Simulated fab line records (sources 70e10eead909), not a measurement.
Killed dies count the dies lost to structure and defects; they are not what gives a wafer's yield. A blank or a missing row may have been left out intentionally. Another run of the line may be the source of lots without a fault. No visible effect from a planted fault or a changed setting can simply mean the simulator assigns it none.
A lot that was struck, set against a sound lot | flow nand harc | 14 out of 1302 route steps
Sound: the wafers L653.1, L653.2, L653.3. Wafers struck: L659.2, L659.3, L659.5. The cause is named last.
Order at every step that has rows: each side's tool, ch and its chambers, its first start. Under that, the readings that differ: sound wafers | struck wafers | difference of the means | sigmas: that difference in standard deviations of wafers without a fault.
alike: readings whose means differ by less than 2 such deviations, and words and numbers that are the same on both sides. not compared: withheld readings, readings that some wafer has no value for, bounds like >300 that may hide the same value, and numbers for which the record gives no deviation and whose values overlap.
Wherever a step has rows on one side only, a row that says differs or no value, or a row with sigmas, the two part there. Numbers that have no deviation but don't overlap get no sigmas and don't part them. Lack of a reading on every wafer of one side parts them only where that side has two or more wafers.

first, 1 step without rows for these wafers: NHARC_P_M0_PRE_CLEAN_29 (time 30 s).
NHARC_P_M0_PVD_20: deposits TaN, target thk 5 nm, time 8.06 s.
  sound on pvd sputter-02; struck on pvd sputter-03
  alike: throttle valve pct
NHARC_P_M0_PVD_21: deposits Cu, target thk 30 nm, time 20.49 s.
  sound on pvd sputter-02; struck on pvd sputter-03
  alike: throttle valve pct
then, 2 steps without rows for these wafers: NHARC_P_M0_ECD_22 (material Cu, target thk 400 nm); NHARC_P_M0_ANNEAL_30 (time 90 s).
NHARC_P_M0_CMP_23: polishes, t overpolish 20 s, target thk 117.54 nm.
  sound on cmp-02 ch 0,1,2, day 8 19:05; struck on cmp-01 ch 0,1,2, day 10 22:14
  alike: motor current A, time to endpoint s
NHARC_P_M0_THK_MEAS_24: measures by xrf.
  sound on film metro-01 at day 8 19:25; struck on film metro-02 at day 10 22:32
  alike: thk nm
next, for these wafers, 1 step has no rows: NHARC_P_M0_SRD_25.
NHARC_P_M0_INSPECT_27:
  sound on defect inspect-01 at day 8 19:34; struck on defect inspect-02 at day 10 22:42
  alike: raw defect count
NHARC_P_M0_PRE_CLEAN_31: time 12 s.
  sound on pecvd-04 ch 0,1,2, day 8 19:38; struck on pecvd-04 ch 0,1, day 10 22:46
  alike: heater power w, rf fwd power W, susceptor temp C
NHARC_P_M0_DEP_32: deposits SiCN, target thk 30 nm.
  sound on pecvd-04 ch 0,1,2, day 8 19:43; struck on pecvd-04 ch 0,1, day 10 22:50
  alike: chamber pressure Torr, heater power outer w, heater power w, rf fwd power W, susceptor temp C
NHARC_P_M1_DEP_00: deposits SiOC, target thk 182.5 nm.
  sound on pecvd-01 ch 0,1,2, day 8 20:08; struck on pecvd-04 ch 0,2, day 10 23:17
  no value came back on the struck wafers for chamber pressure Torr (Torr), rf fwd power W (W); on the sound wafers chamber pressure Torr (Torr) reads 5.006 4.991 5.004
then, 1 step without rows for these wafers: NHARC_P_M1_DEHYDRATE_01 (time 120 s).
-- record jumps: 18 days between struck wafers' starts before vs after; left off in module P_M1, resumes in module END, first step shown is number 1302 of the route --
NHARC_END_SORT_01:
  only the struck wafers appear in the record here, on prober-01 ch 0 at day 29 03:22; the sound ones have no rows

## WHERE THEY PART
Last at NHARC_END_SORT_01 as far as this record goes, first at NHARC_P_M1_DEP_00.

WHY: whatever the simulator had introduced
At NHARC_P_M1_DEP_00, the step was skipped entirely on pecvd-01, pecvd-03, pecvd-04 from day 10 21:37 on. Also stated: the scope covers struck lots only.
